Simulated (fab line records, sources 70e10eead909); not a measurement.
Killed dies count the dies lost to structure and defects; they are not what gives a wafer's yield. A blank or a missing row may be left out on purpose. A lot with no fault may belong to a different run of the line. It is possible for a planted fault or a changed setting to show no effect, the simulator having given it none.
Chamber matching || flow nand_harc || NHARC_A_CHANNEL_FILL_D2_ALD_25 on ald_hk-03 has 4 sister chambers
The step deposits SiOx, target thk 60 nm, pulse time 10 s, ald cycles 600. 4 wafers are shown with their chamber, then 8 later ones without.

== EACH WAFER AND ITS CHAMBER ==
{"wafer": "L087.3", "chamber": 1, "heater_power_w (W)": 506}
{"wafer": "L087.5", "chamber": 3, "heater_power_w (W)": 489}
{"wafer": "L087.6", "chamber": 2, "heater_power_w (W)": 537}
{"wafer": "L090.2", "chamber": 0, "heater_power_w (W)": 429}

== WAFERS WITH NO CHAMBER GIVEN ==
{"wafer": "L090.3", "heater_power_w (W)": 507}
{"wafer": "L090.6", "heater_power_w (W)": 495}
{"wafer": "L093.1", "heater_power_w (W)": 427}
{"wafer": "L093.2", "heater_power_w (W)": 492}
{"wafer": "L093.4", "heater_power_w (W)": 496}
{"wafer": "L096.3", "heater_power_w (W)": 512}
{"wafer": "L096.2", "heater_power_w (W)": 433}
{"wafer": "L096.5", "heater_power_w (W)": 545}

== THE CHAMBER EACH PASSED THROUGH ==
{"wafer": "L090.3", "from the rows above": 1, "in truth": 1}
{"wafer": "L090.6", "from the rows above": "can't be placed: 3 or 1", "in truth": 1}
{"wafer": "L093.1", "from the rows above": 0, "in truth": 0}
{"wafer": "L093.2", "from the rows above": 3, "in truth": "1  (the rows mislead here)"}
{"wafer": "L093.4", "from the rows above": "can't be placed: 3 or 1", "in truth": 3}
{"wafer": "L096.3", "from the rows above": 1, "in truth": 1}
{"wafer": "L096.2", "from the rows above": 0, "in truth": 0}
{"wafer": "L096.5", "from the rows above": 2, "in truth": 2}
Placed correctly: 5 of 8. Unplaceable from these rows: 2, with the true chamber sitting among the candidates in 2. Placed wrongly: 1.
How it was worked out, from the rows above alone: a wafer's distance from a chamber is the root of the sum, over the readings, of the square of ((its reading less the chamber's mean) divided by the reading's scatter). If the next closest chamber is less than 2 further off than the closest, the wafer can't be placed; otherwise it belongs to the closest. Each chamber's mean is taken over the wafers shown for it. The scatter: with one shown wafer a chamber, the root of the mean of the squares of how far each hidden wafer lies from its nearest shown one.
